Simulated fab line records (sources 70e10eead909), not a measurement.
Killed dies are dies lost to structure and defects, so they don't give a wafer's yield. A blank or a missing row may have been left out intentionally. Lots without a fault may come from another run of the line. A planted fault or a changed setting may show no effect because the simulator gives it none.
fab line records	flow nand_harc
record lots=24	wafers=72	last_day=33
route steps=1302 shown A_STAIRCASE@705
lots with no fault: from the same line, run without faults
start_h: hours from the record's opening day to when the first of the lot's shown wafers began	wait_h: hours elapsed since this lot's preceding step	" the same as in the row above	L1.1+2: several wafers, shown together as one row	- no value present, or no start provided	* or withheld: withheld	< > ~ a bound
route shown NAME@n: names a module that has steps shown in the file, with the first one's number in the route	usual: mean/standard deviation taken from wafers without a fault	same: alike in all rows	chamber/n: place in a boat	sites: each site's reading	_std_site: the standard deviation of these	_edge_site: inner sites' mean taken away from outer sites' mean	radius_mm: how far each site lies from the wafer's centre	mask NAME#n: copy n	behind: the most recent tool/chamber to have shaped the wafer	hold: why the lot went on hold/how many hours it stayed there/how the hold came to an end	device: whichever transistor did not switch (one of n, p or np)	end of line: tests run on the same wafers once the route is complete	a step with no rows: only its recipe	killed: count of dies lost to structure and defects at first sort (not the wafer's yield)	map: the dies of a wafer, with x for killed, . for not killed, _ for no die there
set.NAME: the run value of the setting; set.NAME@STEP: its run value at that earlier step	model.NAME: the simulator's own value behind a step, which no gauge read
steps of the route over a sample of lots; a table a step, a row a wafer
services: a tool's chamber out of use, with start hour (start_h, from the record's first day; less than 0 if before it), hours out, and reason
## steps
# step NHARC_A_STAIRCASE_TRIM_191
# recipe time_s=211.2	o2_flow_sccm=500	ar_flow_sccm=0	bias_w=0	chemistry=O2
# usual drypump_motor_current_A=5.7/0.54	oes_product_au=1.004/0.0097	rf_vpp_V=57.7/0.83	showerhead_plenum_p_Torr=3.50/0.1	throttle_valve_pct=17.036/0.0099
lot.wafer	tool	chamber	start_h	wait_h	drypump_motor_current_A	oes_product_au	rf_hours_counter_h	rf_vpp_V	showerhead_plenum_p_Torr	throttle_valve_pct
L074.1	rie_diel-06	2	-	-	4.6	1.004	12	57.5	3.59	17.044
L074.4	"	3	"	"	5.3	0.998	13	58.0	3.48	17.036
L074.5	"	2	"	"	4.6	1.016	-	57.2	3.59	17.041
L075.4	rie_diel-10	1	-	-	6.5	1.008	44	58.3	3.51	17.023
L075.1	"	2	"	"	6.0	0.998	44	56.2	3.66	17.042
L075.5	"	0	"	"	5.7	1.025	-	56.9	3.31	17.027
L078.4	rie_diel-10	2	-	-	5.9	1.003	55	59.9	3.66	17.037
L078.2	"	3	"	"	5.0	1.010	57	59.2	3.59	17.049
L078.3	"	0	"	"	5.6	1.022	57	58.4	3.31	17.032
L076.3	rie_diel-10	0	-	-	5.7	1.012	57	58.0	3.31	17.036
L076.1	"	2	"	"	5.9	0.991	55	57.4	3.66	17.040
L076.5	"	3	"	"	5.0	1.000	-	59.0	3.59	17.044
L077.1	rie_diel-12	0	-	-	6.1	0.986	37	57.6	3.44	17.042
L077.4	"	1	"	"	5.8	0.998	36	56.6	3.51	17.051
L077.3	"	2	"	"	5.8	0.998	35	56.7	3.53	17.034
L079.1	rie_diel-06	2	-	-	4.6	1.003	25	57.3	3.58	17.043
L079.4	"	3	"	"	5.3	1.000	-	56.8	3.47	17.034
L079.6	"	1	"	"	6.0	1.019	-	57.6	3.35	17.029
L081.2	rie_diel-10	3	-	-	5.0	1.007	64	58.0	3.59	17.040
L081.3	"	0	"	"	5.6	1.010	64	57.7	3.30	17.047
L081.6	"	3	"	"	5.0	0.996	-	57.3	3.59	17.032
L080.4	rie_diel-10	2	-	-	5.9	0.991	62	57.9	3.65	17.038
L080.2	"	0	"	"	5.6	1.025	64	55.9	3.30	17.045
L080.6	"	3	"	"	5.0	0.998	-	56.9	3.59	17.045
L084.1	rie_diel-10	2	-	-	6.0	0.988	3	59.0	3.65	17.029
L084.2	"	3	"	"	5.0	1.007	3	58.0	3.59	17.044
L084.6	"	2	"	"	6.0	0.988	-	57.2	3.65	17.028
L083.2	rie_diel-10	1	-	-	6.5	0.993	4	56.2	3.50	17.041
L083.3	"	2	"	"	6.0	0.989	4	57.4	3.65	17.030
L083.4	"	0	"	"	5.6	1.011	4	58.4	3.30	17.048
L082.2	rie_diel-12	3	-	-	6.0	0.989	58	58.9	3.56	17.022
L082.6	"	2	"	"	5.8	0.999	-	57.4	3.52	17.021
L082.5	"	3	"	"	6.0	0.990	-	57.4	3.56	17.047
L086.2	rie_diel-06	1	-	-	6.0	1.005	58	57.7	3.33	17.043
L086.4	"	2	"	"	4.6	1.007	-	58.8	3.57	17.043
L086.6	"	3	"	"	5.3	0.998	-	57.6	3.46	17.020
L085.3	rie_diel-12	1	-	-	5.9	1.002	13	57.5	3.49	17.033
L085.1	"	2	"	"	5.8	0.996	12	58.0	3.51	17.038
L085.6	"	1	"	"	5.9	0.996	-	58.5	3.49	17.037
L087.2	rie_diel-12	1	-	-	5.9	1.013	15	59.7	3.48	17.037
L087.4	"	3	"	"	6.0	1.007	13	58.9	3.56	17.041
L087.5	"	1	"	"	5.9	1.010	-	57.9	3.49	17.038
L088.3	rie_diel-12	0	-	-	6.2	1.000	16	58.3	3.42	17.037
L088.2	"	1	"	"	5.9	1.006	17	57.1	3.48	17.047
L088.5	"	0	"	"	6.1	0.989	-	56.9	3.42	17.058
L089.4	rie_diel-06	3	-	-	5.3	1.009	3	58.2	3.46	17.028
L089.2	"	1	"	"	6.0	1.000	5	57.7	3.33	17.057
L089.3	"	2	"	"	4.6	0.995	4	58.5	3.56	17.020
L091.2	rie_diel-12	2	-	-	5.7	1.007	20	58.0	3.51	17.047
L091.3	"	3	"	"	6.0	1.011	20	57.1	3.55	17.030
L091.6	"	1	"	"	5.9	1.013	-	56.5	3.48	17.028
L090.2	rie_diel-06	1	-	-	6.0	0.998	9	57.5	3.33	17.041
L090.3	"	0	"	"	6.4	1.015	8	57.0	3.57	17.034
L090.6	"	1	"	"	6.0	0.996	-	58.4	3.33	17.036
L092.3	rie_diel-12	3	-	-	6.0	1.007	27	57.5	3.55	17.032
L092.6	"	1	"	"	5.9	0.999	-	58.0	3.48	17.051
L092.5	"	2	"	"	5.8	1.000	-	57.1	3.51	17.036
L093.1	rie_diel-06	2	-	-	4.6	1.011	14	58.4	3.56	17.032
L093.4	"	3	"	"	5.3	1.025	13	57.1	3.45	17.022
L093.5	"	2	"	"	4.6	1.004	-	59.3	3.56	17.030
L094.4	rie_diel-10	1	-	-	6.5	1.005	46	58.0	3.48	17.032
L094.6	"	1	"	"	6.5	1.003	-	58.0	3.48	17.027
L094.5	"	2	"	"	5.9	0.987	-	58.3	3.62	17.029
L095.3	rie_diel-10	2	-	-	5.9	0.990	51	57.0	3.62	17.027
L095.1	"	0	"	"	5.7	1.006	41	56.2	3.28	17.048
L095.2	"	1	"	"	6.5	1.000	46	58.4	3.48	17.043
L096.2	rie_diel-06	0	-	-	6.3	1.017	27	57.5	3.56	17.035
L096.1	"	3	"	"	5.3	1.007	27	57.4	3.45	17.027
L096.6	"	1	"	"	6.0	1.006	-	57.5	3.31	17.052
L097.3	rie_diel-06	3	-	-	5.3	1.025	34	58.5	3.44	17.050
L097.1	"	1	"	"	6.0	1.005	34	56.8	3.31	17.025
L097.5	"	3	"	"	5.3	1.007	-	57.6	3.44	17.027
# step NHARC_A_STAIRCASE_TRIM_202
# recipe time_s=211.2	o2_flow_sccm=500	ar_flow_sccm=0	bias_w=0	chemistry=O2
# usual drypump_motor_current_A=5.8/0.49	oes_product_au=1.003/0.0089	rf_vpp_V=57.7/0.91	showerhead_plenum_p_Torr=3.49/0.1	throttle_valve_pct=17.036/0.0089
lot.wafer	tool	chamber	start_h	wait_h	drypump_motor_current_A	oes_product_au	rf_hours_counter_h	rf_vpp_V	showerhead_plenum_p_Torr	throttle_valve_pct
L074.1	rie_diel-12	2	-	-	5.8	1.003	27	57.3	3.54	17.040
L074.4	"	0	"	"	6.1	0.979	27	57.8	3.45	17.018
L074.5	"	2	"	"	5.8	0.998	-	57.1	3.54	17.031
L075.4	rie_diel-12	3	-	-	6.0	0.995	29	58.6	3.58	17.039
L075.1	"	0	"	"	6.1	0.998	28	57.0	3.45	16.998
L075.5	"	2	"	"	5.7	1.008	-	56.8	3.54	17.037
L078.2	rie_diel-12	2	-	-	5.8	0.982	35	57.3	3.53	17.030
L078.3	"	0	"	"	6.1	0.985	36	57.5	3.44	17.056
L078.4	"	1	"	"	5.9	0.992	36	55.9	3.51	17.036
L076.3	rie_diel-10	1	-	-	6.5	1.000	55	56.9	3.51	17.028
L076.1	"	3	"	"	5.0	1.009	58	58.4	3.59	17.039
L076.5	"	0	"	"	5.7	1.021	-	55.4	3.31	17.035
L077.1	rie_diel-10	0	-	-	5.7	1.013	59	57.4	3.31	17.043
L077.4	"	1	"	"	6.5	0.994	56	58.0	3.51	17.054
L077.3	"	2	"	"	6.0	0.983	56	58.0	3.66	17.044
L079.1	rie_diel-12	2	-	-	5.8	0.989	37	57.9	3.53	17.042
L079.4	"	0	"	"	6.1	0.992	39	57.5	3.44	17.038
L079.6	"	2	"	"	5.8	0.992	-	56.9	3.53	17.040
L081.2	rie_diel-10	3	-	-	5.0	1.005	65	57.4	3.59	17.043
L081.3	"	1	"	"	6.5	1.008	64	56.9	3.51	17.043
L081.6	"	2	"	"	5.9	0.996	-	57.7	3.65	17.031
L080.4	rie_diel-10	0	-	-	5.7	1.011	66	58.2	3.30	17.046
L080.2	"	2	"	"	5.9	0.992	64	56.6	3.65	17.029
L080.6	"	3	"	"	5.0	1.009	-	57.8	3.59	17.033
L084.1	rie_diel-06	0	-	-	6.4	1.000	19	59.0	3.58	17.032
L084.2	"	2	"	"	4.7	1.014	39	58.7	3.57	17.033
L084.6	"	1	"	"	6.0	1.014	-	58.2	3.34	17.035
L082.2	rie_diel-06	3	-	-	5.3	0.997	44	56.5	3.47	17.031
L082.5	"	2	"	"	4.6	1.016	-	58.8	3.57	17.043
L082.6	"	3	"	"	5.4	1.006	-	58.3	3.47	17.044
L083.3	rie_diel-10	1	-	-	6.5	1.004	5	58.7	3.50	17.023
L083.2	"	2	"	"	5.9	0.991	5	58.1	3.65	17.032
L083.4	"	0	"	"	5.7	1.006	6	55.7	3.30	17.040
L086.2	rie_diel-06	1	-	-	6.0	1.009	60	57.3	3.33	17.022
L086.6	"	1	"	"	6.0	1.009	-	58.2	3.33	17.033
L086.4	"	2	"	"	4.6	1.001	-	57.3	3.56	17.045
L085.1	rie_diel-06	1	-	-	6.0	1.008	60	57.3	3.33	17.039
L085.3	"	3	"	"	5.3	1.002	55	57.2	3.46	17.041
L085.6	"	2	"	"	4.6	1.011	-	58.0	3.56	17.029
L087.2	rie_diel-10	2	-	-	5.9	0.983	23	58.1	3.64	17.031
L087.4	"	3	"	"	5.0	0.997	22	59.0	3.57	17.043
L087.5	"	0	"	"	5.7	1.004	-	57.0	3.29	17.032
L088.2	rie_diel-12	1	-	-	5.9	1.022	17	58.9	3.48	17.044
L088.3	"	2	"	"	5.8	1.011	16	57.7	3.51	17.042
L088.5	"	1	"	"	5.9	1.020	-	59.0	3.48	17.023
L089.3	rie_diel-12	3	-	-	6.0	1.003	18	59.3	3.55	17.042
L089.2	"	1	"	"	5.9	1.008	19	58.1	3.48	17.053
L089.4	"	2	"	"	5.8	1.004	18	57.2	3.51	17.032
L091.2	rie_diel-12	3	-	-	6.0	1.012	20	57.1	3.55	17.031
L091.3	"	0	"	"	6.1	1.005	21	57.5	3.42	17.035
L091.6	"	0	"	"	6.1	1.009	-	58.2	3.42	17.052
L090.2	rie_diel-06	1	-	-	6.0	1.005	10	58.3	3.32	17.033
L090.3	"	3	"	"	5.3	1.021	10	57.9	3.45	17.047
L090.6	"	1	"	"	6.0	1.005	-	57.3	3.32	17.028
L092.3	rie_diel-12	0	-	-	6.1	1.008	28	56.8	3.42	17.035
L092.5	"	1	"	"	5.9	0.996	-	57.8	3.48	17.051
L092.6	"	2	"	"	5.8	1.001	-	58.4	3.50	17.035
L093.4	rie_diel-10	1	-	-	6.5	0.993	35	57.1	3.48	17.041
L093.1	"	2	"	"	5.9	0.994	40	56.1	3.63	17.028
L093.5	"	1	"	"	6.5	0.990	-	57.9	3.48	17.050
L094.4	rie_diel-10	0	-	-	5.6	1.001	42	57.9	3.28	17.037
L094.5	"	2	"	"	5.9	0.993	-	58.4	3.62	17.036
L094.6	"	3	"	"	5.0	1.007	-	57.7	3.56	17.034
L095.1	rie_diel-10	1	-	-	6.5	1.014	47	60.1	3.48	17.032
L095.2	"	2	"	"	6.0	0.990	52	58.7	3.62	17.035
L095.3	"	0	"	"	5.7	0.998	42	57.3	3.28	17.030
L096.2	rie_diel-12	3	-	-	6.0	1.012	37	58.9	3.54	17.031
L096.1	"	2	"	"	5.8	0.990	37	57.3	3.50	17.053
L096.6	"	2	"	"	5.8	1.001	-	57.9	3.50	17.043
L097.3	rie_diel-06	1	-	-	6.0	1.007	35	56.1	3.31	17.030
L097.1	"	2	"	"	4.6	1.015	37	58.6	3.54	17.020
L097.5	"	1	"	"	6.0	1.003	-	58.2	3.31	17.033
# step NHARC_A_STAIRCASE_ETCH_221
# recipe target_depth_a=1000	time_s=40.5	ion_energy_ev=400	c4f8_flow_sccm=20	o2_flow_sccm=10	ar_flow_sccm=withheld	rf_w=600	bias_w=1000	chemistry=C4F8/O2
# usual oes_product_au=0.942/0.014	rf_vpp_V=895/3.8
lot.wafer	tool	chamber	start_h	wait_h	oes_product_au	rf_hours_counter_h	rf_vpp_V
L074.4	rie_diel-10	1	-	-	0.944	43	895
L074.1	"	2	"	"	0.925	43	901
L074.5	"	2	"	"	0.934	-	899
L075.4	rie_diel-10	0	-	-	0.965	46	889
L075.1	"	1	"	"	0.951	45	895
L075.5	"	2	"	"	0.948	-	902
L078.3	rie_diel-12	3	-	-	0.931	36	898
L078.4	"	0	"	"	0.918	37	892
L078.2	"	2	"	"	0.921	35	895
L076.3	rie_diel-12	3	-	-	0.938	36	897
L076.1	"	1	"	"	0.938	37	896
L076.5	"	3	"	"	0.920	-	899
L077.1	rie_diel-10	2	-	-	0.954	57	901
L077.3	"	3	"	"	0.941	60	898
L077.4	"	0	"	"	0.952	60	887
L079.1	rie_diel-06	1	-	-	0.951	28	888
L079.4	"	3	"	"	0.938	-	894
L079.6	"	1	"	"	0.961	-	890
L081.3	rie_diel-06	2	-	-	0.939	28	897
L081.2	"	3	"	"	0.935	39	894
L081.6	"	2	"	"	0.930	-	897
L080.4	rie_diel-12	1	-	-	0.949	48	895
L080.2	"	2	"	"	0.937	48	897
L080.6	"	0	"	"	0.931	-	891
L084.2	rie_diel-12	3	-	-	0.924	58	896
L084.1	"	1	"	"	0.942	59	896
L084.6	"	0	"	"	0.934	-	893
L082.2	rie_diel-06	1	-	-	0.953	48	889
L082.5	"	0	"	"	0.942	-	899
L082.6	"	1	"	"	0.958	-	889
L083.2	rie_diel-10	0	-	-	0.943	6	887
L083.3	"	1	"	"	0.953	6	893
L083.4	"	3	"	"	0.950	6	899
L086.2	rie_diel-12	1	-	-	0.926	13	896
L086.4	"	2	"	"	0.925	12	897
L086.6	"	1	"	"	0.924	-	895
L085.3	rie_diel-10	2	-	-	0.917	21	898
L085.1	"	3	"	"	0.932	19	896
L085.6	"	2	"	"	0.916	-	899
L087.4	rie_diel-10	0	-	-	0.962	20	886
L087.2	"	1	"	"	0.932	21	894
L087.5	"	1	"	"	0.946	-	894
L088.2	rie_diel-06	1	-	-	0.940	4	889
L088.3	"	2	"	"	0.964	3	898
L088.5	"	0	"	"	0.949	-	898
L089.3	rie_diel-06	2	-	-	0.951	4	897
L089.4	"	3	"	"	0.951	4	894
L089.2	"	0	"	"	0.966	5	898
L091.3	rie_diel-06	0	-	-	0.929	8	899
L091.2	"	2	"	"	0.934	9	897
L091.6	"	0	"	"	0.937	-	900
L090.2	rie_diel-12	0	-	-	0.966	25	891
L090.3	"	2	"	"	0.933	23	897
L090.6	"	1	"	"	0.960	-	895
L092.3	rie_diel-12	3	-	-	0.937	28	897
L092.6	"	0	"	"	0.953	-	892
L092.5	"	1	"	"	0.938	-	896
L093.4	rie_diel-06	2	-	-	0.956	15	897
L093.1	"	0	"	"	0.930	14	896
L093.5	"	1	"	"	0.941	-	887
L094.4	rie_diel-06	1	-	-	0.957	27	888
L094.5	"	2	"	"	0.977	-	898
L094.6	"	3	"	"	0.954	-	895
L095.3	rie_diel-10	0	-	-	0.954	42	886
L095.2	"	1	"	"	0.956	47	894
L095.1	"	2	"	"	0.958	53	899
L096.1	rie_diel-12	1	-	-	0.925	38	894
L096.2	"	3	"	"	0.938	37	896
L096.6	"	3	"	"	0.938	-	896
L097.3	rie_diel-10	1	-	-	0.936	58	894
L097.1	"	2	"	"	0.915	63	899
L097.5	"	2	"	"	0.918	-	900
# step NHARC_A_STAIRCASE_ETCH_225
# recipe target_depth_a=1000	time_s=40.5	ion_energy_ev=400	c4f8_flow_sccm=20	o2_flow_sccm=10	ar_flow_sccm=withheld	rf_w=600	bias_w=1000	chemistry=C4F8/O2
# usual oes_product_au=0.944/0.01	rf_vpp_V=894/4
lot.wafer	tool	chamber	start_h	wait_h	oes_product_au	rf_hours_counter_h	rf_vpp_V
L074.4	rie_diel-10	1	-	-	0.953	44	895
L074.1	"	3	"	"	0.951	44	900
L074.5	"	0	"	"	0.953	-	887
L075.4	rie_diel-10	1	-	-	0.958	45	895
L075.1	"	2	"	"	0.935	45	902
L075.5	"	1	"	"	0.957	-	895
L078.3	rie_diel-12	3	-	-	0.936	36	899
L078.4	"	0	"	"	0.933	37	891
L078.2	"	1	"	"	0.934	37	895
L076.1	rie_diel-12	0	-	-	0.941	37	892
L076.3	"	1	"	"	0.945	37	896
L076.5	"	1	"	"	0.930	-	896
L077.1	rie_diel-10	1	-	-	0.946	57	895
L077.3	"	2	"	"	0.941	57	901
L077.4	"	0	"	"	0.950	60	888
L079.1	rie_diel-06	2	-	-	0.943	26	899
L079.4	"	1	"	"	0.954	-	889
L079.6	"	3	"	"	0.939	-	892
L081.2	rie_diel-06	2	-	-	0.949	29	898
L081.3	"	1	"	"	0.948	36	889
L081.6	"	2	"	"	0.948	-	899
L080.2	rie_diel-12	3	-	-	0.938	47	898
L080.4	"	0	"	"	0.944	46	893
L080.6	"	3	"	"	0.932	-	898
L084.1	rie_diel-12	1	-	-	0.942	59	895
L084.2	"	2	"	"	0.948	61	898
L084.6	"	0	"	"	0.925	-	891
L082.2	rie_diel-06	2	-	-	0.947	41	897
L082.6	"	1	"	"	0.956	-	889
L082.5	"	2	"	"	0.955	-	899
L083.2	rie_diel-10	2	-	-	0.944	6	901
L083.3	"	3	"	"	0.952	6	898
L083.4	"	1	"	"	0.950	6	894
L086.2	rie_diel-12	3	-	-	0.937	12	896
L086.4	"	2	"	"	0.940	12	896
L086.6	"	3	"	"	0.946	-	898
L085.1	rie_diel-10	1	-	-	0.938	19	895
L085.3	"	2	"	"	0.941	21	900
L085.6	"	0	"	"	0.952	-	887
L087.4	rie_diel-10	2	-	-	0.930	23	900
L087.2	"	0	"	"	0.958	20	888
L087.5	"	2	"	"	0.919	-	900
L088.3	rie_diel-06	2	-	-	0.939	3	897
L088.2	"	3	"	"	0.957	3	894
L088.5	"	2	"	"	0.952	-	897
L089.3	rie_diel-06	0	-	-	0.968	5	898
L089.4	"	1	"	"	0.955	5	888
L089.2	"	3	"	"	0.953	4	893
L091.2	rie_diel-06	3	-	-	0.954	9	894
L091.3	"	0	"	"	0.941	8	897
L091.6	"	3	"	"	0.948	-	893
L090.3	rie_diel-12	2	-	-	0.958	23	895
L090.2	"	3	"	"	0.939	25	896
L090.6	"	1	"	"	0.948	-	895
L092.3	rie_diel-12	3	-	-	0.946	28	896
L092.5	"	2	"	"	0.935	-	894
L092.6	"	3	"	"	0.954	-	898
L093.4	rie_diel-06	0	-	-	0.936	14	900
L093.1	"	2	"	"	0.938	16	898
L093.5	"	0	"	"	0.951	-	898
L094.4	rie_diel-06	3	-	-	0.954	26	893
L094.6	"	2	"	"	0.951	-	899
L094.5	"	3	"	"	0.958	-	893
L095.2	rie_diel-10	1	-	-	0.935	48	893
L095.1	"	2	"	"	0.923	53	900
L095.3	"	3	"	"	0.956	47	898
L096.1	rie_diel-12	2	-	-	0.927	38	895
L096.2	"	1	"	"	0.940	38	893
L096.6	"	3	"	"	0.940	-	896
L097.1	rie_diel-10	1	-	-	0.925	59	895
L097.3	"	2	"	"	0.911	63	899
L097.5	"	1	"	"	0.932	-	894
# step NHARC_A_STAIRCASE_ETCH_230
# recipe target_depth_a=1000	time_s=40.5	ion_energy_ev=400	c4f8_flow_sccm=20	o2_flow_sccm=10	ar_flow_sccm=withheld	rf_w=600	bias_w=1000	chemistry=C4F8/O2
# usual oes_product_au=0.953/0.018	rf_vpp_V=895/3.7
lot.wafer	tool	chamber	start_h	wait_h	oes_product_au	rf_hours_counter_h	rf_vpp_V
L074.4	rie_diel-06	1	-	-	0.996	14	890
L074.1	"	3	"	"	0.970	15	895
L074.5	"	1	"	"	0.986	-	889
L075.4	rie_diel-12	2	-	-	0.955	29	896
L075.1	"	3	"	"	0.968	29	897
L075.5	"	0	"	"	0.967	-	894
L078.4	rie_diel-12	2	-	-	0.928	36	896
L078.2	"	3	"	"	0.920	37	898
L078.3	"	1	"	"	0.942	37	897
L076.1	rie_diel-10	0	-	-	0.984	59	888
L076.3	"	2	"	"	0.913	56	902
L076.5	"	0	"	"	0.988	-	887
L077.1	rie_diel-10	1	-	-	0.949	57	896
L077.4	"	2	"	"	0.957	57	900
L077.3	"	3	"	"	0.948	60	897
L079.4	rie_diel-12	3	-	-	0.954	39	899
L079.1	"	1	"	"	0.976	40	895
L079.6	"	2	"	"	0.964	-	897
L081.3	rie_diel-06	1	-	-	0.960	36	889
L081.2	"	2	"	"	0.958	29	898
L081.6	"	1	"	"	0.957	-	889
L080.4	rie_diel-12	2	-	-	0.931	48	895
L080.2	"	3	"	"	0.931	47	897
L080.6	"	1	"	"	0.951	-	895
L084.1	rie_diel-06	0	-	-	0.971	20	899
L084.2	"	1	"	"	0.998	47	889
L084.6	"	0	"	"	0.974	-	898
L082.2	rie_diel-06	2	-	-	0.965	41	897
L082.5	"	1	"	"	0.961	-	889
L082.6	"	2	"	"	0.962	-	898
L083.2	rie_diel-10	2	-	-	0.939	6	900
L083.3	"	3	"	"	0.949	7	897
L083.4	"	1	"	"	0.944	6	895
L086.4	rie_diel-12	1	486.60	-	0.984	14	895
L086.2	"	2	"	"	0.972	12	895
L086.6	"	0	"	"	0.969	-	892
L085.3	rie_diel-10	2	-	-	0.935	21	900
L085.1	"	3	"	"	0.939	20	898
L085.6	"	3	"	"	0.937	-	897
L087.2	rie_diel-10	0	-	-	0.953	20	887
L087.4	"	1	"	"	0.922	21	895
L087.5	"	3	"	"	0.940	-	898
L088.3	rie_diel-06	2	-	-	0.953	3	898
L088.2	"	3	"	"	0.973	3	893
L088.5	"	1	"	"	0.943	-	888
L089.2	rie_diel-12	3	-	-	0.969	18	897
L089.4	"	0	"	"	0.974	19	892
L089.3	"	2	"	"	0.963	18	895
L091.3	rie_diel-06	3	-	-	0.949	9	893
L091.2	"	0	"	"	0.953	9	896
L091.6	"	3	"	"	0.949	-	894
L090.2	rie_diel-10	3	-	-	0.925	35	898
L090.3	"	1	"	"	0.916	33	894
L090.6	"	3	"	"	0.928	-	897
L092.3	rie_diel-06	1	-	-	0.946	15	888
L092.5	"	3	"	"	0.980	-	893
L092.6	"	0	"	"	0.956	-	898
L093.1	rie_diel-06	0	-	-	0.962	14	898
L093.4	"	1	"	"	0.953	15	887
L093.5	"	0	"	"	0.957	-	898
L094.4	rie_diel-06	1	-	-	0.935	28	888
L094.6	"	2	"	"	0.943	-	897
L094.5	"	3	"	"	0.960	-	892
L095.3	rie_diel-06	2	-	-	0.926	29	896
L095.2	"	3	"	"	0.939	27	894
L095.1	"	0	"	"	0.936	27	899
L096.2	rie_diel-12	2	-	-	0.942	38	896
L096.1	"	1	"	"	0.937	38	894
L096.6	"	1	"	"	0.947	-	895
L097.3	rie_diel-12	0	-	-	0.951	42	891
L097.1	"	1	"	"	0.950	44	894
L097.5	"	3	"	"	0.981	-	897
# step NHARC_A_STAIRCASE_STRIP_238
# recipe power_w=1500	temp_c=250	chemistry=O2
# usual drypump_motor_current_A=5.6/0.36	heater_power_w=341/30
lot.wafer	tool	chamber	start_h	wait_h	drypump_motor_current_A	heater_power_w	rf_hours_counter_h
L074.1	plasma_asher-01	0	364.00	0.1	6.2	386	3
L074.4	"	1	"	"	5.6	297	-
L074.5	"	1	"	"	5.6	299	-
L075.1	plasma_asher-02	0	368.97	0.1	5.7	344	27
L075.4	"	1	"	"	5.2	342	-
L075.5	"	0	"	"	5.7	358	-
L078.2	plasma_asher-02	0	398.17	0.1	5.7	352	33
L078.3	"	0	"	"	5.7	348	-
L078.4	"	1	"	"	5.2	332	-
L076.1	plasma_asher-02	0	398.46	0.1	5.7	353	33
L076.3	"	1	"	"	5.2	332	-
L076.5	"	0	"	"	5.7	342	-
L077.1	plasma_asher-01	0	401.30	0.1	6.3	391	10
L077.3	"	1	"	"	5.5	294	-
L077.4	"	0	"	"	6.3	393	-
L079.1	plasma_asher-02	0	409.25	0.1	5.7	346	36
L079.4	"	0	"	"	5.7	349	-
L079.6	"	1	"	"	5.2	328	-
L081.2	plasma_asher-01	1	420.98	0.1	5.5	298	14
L081.3	"	0	"	"	6.3	387	-
L081.6	"	0	"	"	6.2	390	-
L080.2	plasma_asher-02	1	421.48	0.1	5.2	337	40
L080.4	"	0	"	"	5.7	347	-
L080.6	"	0	"	"	5.6	343	-
L084.2	plasma_asher-02	0	446.81	0.1	5.7	349	3
L084.1	"	1	"	"	5.2	324	3
L084.6	"	0	"	"	5.7	343	-
L082.2	plasma_asher-02	1	452.05	0.1	5.2	324	5
L082.6	"	0	"	"	5.6	355	-
L082.5	"	1	"	"	5.2	332	-
L083.2	plasma_asher-01	0	453.33	0.1	6.2	391	20
L083.4	"	0	"	"	6.2	386	-
L083.3	"	1	"	"	5.5	293	-
L086.2	plasma_asher-02	1	487.55	0.1	5.2	328	11
L086.4	"	1	"	"	5.2	333	-
L086.6	"	1	"	"	5.2	333	-
L085.1	plasma_asher-01	0	489.49	0.1	6.2	391	26
L085.3	"	1	"	"	5.6	288	-
L085.6	"	1	"	"	5.5	295	-
L087.2	plasma_asher-01	1	498.67	0.3	5.5	297	28
L087.4	"	0	"	"	6.3	385	-
L087.5	"	1	"	"	5.5	301	-
L088.2	plasma_asher-02	0	507.12	0.1	5.7	353	16
L088.3	"	0	"	"	5.7	354	-
L088.5	"	0	"	"	5.7	350	-
L089.2	plasma_asher-02	1	512.45	0.1	5.2	332	18
L089.3	"	0	"	"	5.6	357	-
L089.4	"	1	"	"	5.2	325	-
L091.2	plasma_asher-02	1	523.84	0.3	5.2	332	20
L091.3	"	1	"	"	5.2	332	-
L091.6	"	0	"	"	5.7	345	-
L090.2	plasma_asher-02	0	527.68	0.1	5.7	355	22
L090.3	"	0	"	"	5.7	349	-
L090.6	"	0	"	"	5.7	345	-
L092.3	plasma_asher-02	1	537.57	0.2	5.2	336	-
L092.5	"	1	"	"	5.2	321	-
L092.6	"	0	"	"	5.7	343	-
L093.1	plasma_asher-01	0	538.58	0.1	6.2	386	3
L093.4	"	0	"	"	6.2	375	-
L093.5	"	0	"	"	6.2	376	-
L094.4	plasma_asher-01	0	569.59	0.2	6.2	387	-
L094.5	"	0	"	"	6.2	385	-
L094.6	"	1	"	"	5.5	279	-
L095.2	plasma_asher-02	1	570.04	0.1	5.2	335	31
L095.1	"	0	"	"	5.6	346	31
L095.3	"	0	"	"	5.7	365	-
L096.1	plasma_asher-02	0	578.73	0.1	5.7	363	32
L096.2	"	1	"	"	5.2	328	32
L096.6	"	0	"	"	5.7	360	-
L097.1	plasma_asher-01	0	593.34	0.1	6.2	375	14
L097.3	"	0	"	"	6.2	377	-
L097.5	"	1	"	"	5.6	291	-
## services
tool	chamber	start_h	hours	kind
plasma_asher-01	-	342.00	9.0	pm
rie_diel-06	0	343.06	-	clean
rie_diel-06	1	343.06	-	clean
rie_diel-06	2	343.06	-	clean
rie_diel-06	3	343.06	-	clean
rie_diel-12	0	353.02	-	clean
rie_diel-12	1	353.02	-	clean
rie_diel-12	2	353.02	-	clean
rie_diel-12	3	353.02	-	clean
plasma_asher-02	-	377.13	1.9	repair
rie_diel-06	0	382.08	59.9	repair
rie_diel-06	2	392.11	8.8	repair
rie_diel-10	2	393.98	2.7	repair
plasma_asher-01	-	396.92	2.2	repair
plasma_asher-01	-	401.90	0.7	repair
rie_diel-10	-	419.65	9.0	pm
plasma_asher-02	-	426.08	9.0	pm
rie_diel-06	3	426.35	13.7	repair
rie_diel-12	-	446.86	9.0	pm
rie_diel-06	0	474.62	15.1	repair
rie_diel-06	-	486.56	9.0	pm
plasma_asher-01	-	519.00	9.0	pm
rie_diel-06	3	557.88	3.3	repair
rie_diel-12	0	570.96	13.3	repair
## key
fault none
